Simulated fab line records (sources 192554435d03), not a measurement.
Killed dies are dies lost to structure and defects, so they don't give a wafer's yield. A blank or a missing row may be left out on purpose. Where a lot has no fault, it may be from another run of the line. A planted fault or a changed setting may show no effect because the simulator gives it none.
Which tool did it? || flow n5_finfet || 12 lots with 36 wafers sampled at 3 steps, on a route of 1938 steps

== WHAT EACH GAUGE READ, for each wafer ==
N5_BEOL_M15_INSPECT_55: inspects for defects (darkfield). Usual: 62 for raw_defect_count, sd 19.
{"lot": "L551", "measured": "day 11 10:48", "on": "defect_inspect-02", "raw_defect_count": "54 55 63", "flag": ""}
{"lot": "L552", "measured": "day 11 13:10", "on": "defect_inspect-02", "raw_defect_count": "52 58 60", "flag": ""}
{"lot": "L553", "measured": "day 11 13:27", "on": "defect_inspect-02", "raw_defect_count": "59 96 77", "flag": ""}
{"lot": "L554", "measured": "day 11 15:40", "on": "defect_inspect-02", "raw_defect_count": "48 117 47", "flag": ""}
{"lot": "L562", "measured": "day 14 03:28", "on": "defect_inspect-01", "raw_defect_count": "57 36 59", "flag": ""}
{"lot": "L561", "measured": "day 14 04:25", "on": "defect_inspect-02", "raw_defect_count": "66 45 51", "flag": ""}
{"lot": "L566", "measured": "day 15 04:44", "on": "defect_inspect-01", "raw_defect_count": "38 46 34", "flag": ""}
{"lot": "L567", "measured": "day 15 09:55", "on": "defect_inspect-02", "raw_defect_count": "40 56 34", "flag": ""}
{"lot": "L571", "measured": "day 16 16:31", "on": "defect_inspect-01", "raw_defect_count": "91 57 54", "flag": ""}
{"lot": "L572", "measured": "day 17 08:10", "on": "defect_inspect-01", "raw_defect_count": "38 61 55", "flag": ""}
{"lot": "L574", "measured": "day 17 22:23", "on": "defect_inspect-01", "raw_defect_count": "77 85 100", "flag": ""}
{"lot": "L573", "measured": "day 18 00:58", "on": "defect_inspect-01", "raw_defect_count": "32 44 38", "flag": ""}

N5_MIM_BOT_LITHO_CD_MEAS_08: the cd target is 3000 nm. Usual: 2999.3 nm for cd_nm, sd 1.4.
{"lot": "L551", "measured": "day 11 15:56", "on": "cd_sem-02", "cd_nm (nm)": "2998.2 2999.1 3000.6", "flag": ""}
{"lot": "L552", "measured": "day 11 19:35", "on": "cd_sem-03", "cd_nm (nm)": "3001.6 2998.8 2998.9", "flag": ""}
{"lot": "L553", "measured": "day 11 19:47", "on": "cd_sem-02", "cd_nm (nm)": "3000.9 2999.2 2999.3", "flag": ""}
{"lot": "L554", "measured": "day 11 20:02", "on": "cd_sem-03", "cd_nm (nm)": "2998.8 2999.5 3000.9", "flag": ""}
{"lot": "L562", "measured": "day 14 08:47", "on": "cd_sem-03", "cd_nm (nm)": "2997.9 3000.2 2999.8", "flag": ""}
{"lot": "L561", "measured": "day 14 11:06", "on": "cd_sem-02", "cd_nm (nm)": "2998.1 2996.8 2996.5", "flag": ""}
{"lot": "L566", "measured": "day 15 09:48", "on": "cd_sem-01", "cd_nm (nm)": "2998.1 2999.9 2998.9", "flag": ""}
{"lot": "L567", "measured": "day 15 13:54", "on": "cd_sem-02", "cd_nm (nm)": "3002.1 3000.9 2999.3", "flag": ""}
{"lot": "L571", "measured": "day 16 19:20", "on": "cd_sem-03", "cd_nm (nm)": "3000.0 3000.5 3001.1", "flag": ""}
{"lot": "L572", "measured": "day 17 11:31", "on": "cd_sem-01", "cd_nm (nm)": "3001.1 2998.7 2999.7", "flag": ""}
{"lot": "L574", "measured": "day 18 03:25", "on": "cd_sem-03", "cd_nm (nm)": "2999.6 2999.6 2997.8", "flag": ""}
{"lot": "L573", "measured": "day 18 04:41", "on": "cd_sem-03", "cd_nm (nm)": "3000.8 3000.5 3001.6", "flag": ""}

N5_MIM_BOT_LITHO_OVL_MEAS_11. Usual: MIM_BOT_OVL typically reads -2 nm, with standard deviation 5.6.
{"lot": "L551", "measured": "day 11 15:58", "on": "overlay-02", "MIM_BOT_OVL (nm)": "-6 -2 2", "flag": ""}
{"lot": "L552", "measured": "day 11 19:37", "on": "overlay-02", "MIM_BOT_OVL (nm)": "-11 -4 -10", "flag": ""}
{"lot": "L553", "measured": "day 11 19:49", "on": "overlay-02", "MIM_BOT_OVL (nm)": "5 -9 1", "flag": ""}
{"lot": "L554", "measured": "day 11 20:04", "on": "overlay-01", "MIM_BOT_OVL (nm)": "-3 -7 -10", "flag": ""}
{"lot": "L562", "measured": "day 14 08:49", "on": "overlay-02", "MIM_BOT_OVL (nm)": "-4 -7 -4", "flag": ""}
{"lot": "L561", "measured": "day 14 11:08", "on": "overlay-02", "MIM_BOT_OVL (nm)": "-6 -16 -9", "flag": ""}
{"lot": "L566", "measured": "day 15 09:50", "on": "overlay-01", "MIM_BOT_OVL (nm)": "0 -2 -6", "flag": ""}
{"lot": "L567", "measured": "day 15 13:56", "on": "overlay-02", "MIM_BOT_OVL (nm)": "-2 1 5", "flag": ""}
{"lot": "L571", "measured": "day 16 19:22", "on": "overlay-02", "MIM_BOT_OVL (nm)": "-3 11 -2", "flag": ""}
{"lot": "L572", "measured": "day 17 11:33", "on": "overlay-01", "MIM_BOT_OVL (nm)": "-8 -9 -13", "flag": ""}
{"lot": "L574", "measured": "day 18 03:26", "on": "overlay-02", "MIM_BOT_OVL (nm)": "0 -3 8", "flag": ""}
{"lot": "L573", "measured": "day 18 04:43", "on": "overlay-01", "MIM_BOT_OVL (nm)": "1 3 6", "flag": ""}

== WHAT TOOL EACH LOT RAN ON (gives the tool, then ch and the chambers of the sampled wafers, and finally the start) ==
No process step before these readings appears in the record.

== AS READ BY THE TOOLS THEMSELVES (means over the sampled wafers that have a number; for cases with no such wafer, the mark the record gives instead) ==
The record holds no such reading with a usual standard deviation.

== THE ANSWER, worked out from the rows above alone ==
Rule: take the mean of a lot's wafers that have a number; if it is more than 3 standard deviations from the usual mean, the lot is off. A lot without any number at a reading at which 4 lots or more have one is off too. Where the step has rows for the other lots, those lots are counted as sound. Order of review: gauges by route order, followed by the tools' own readings, for which a lot's mean as printed above is used. The first step at which some lot is off is used, and at that step the reading that is off furthest; a lot without a number counts as furthest.
Across all readings shown, no lot is off: no conclusion can be drawn from this.

== WHAT THE SIMULATOR PUT IN ==
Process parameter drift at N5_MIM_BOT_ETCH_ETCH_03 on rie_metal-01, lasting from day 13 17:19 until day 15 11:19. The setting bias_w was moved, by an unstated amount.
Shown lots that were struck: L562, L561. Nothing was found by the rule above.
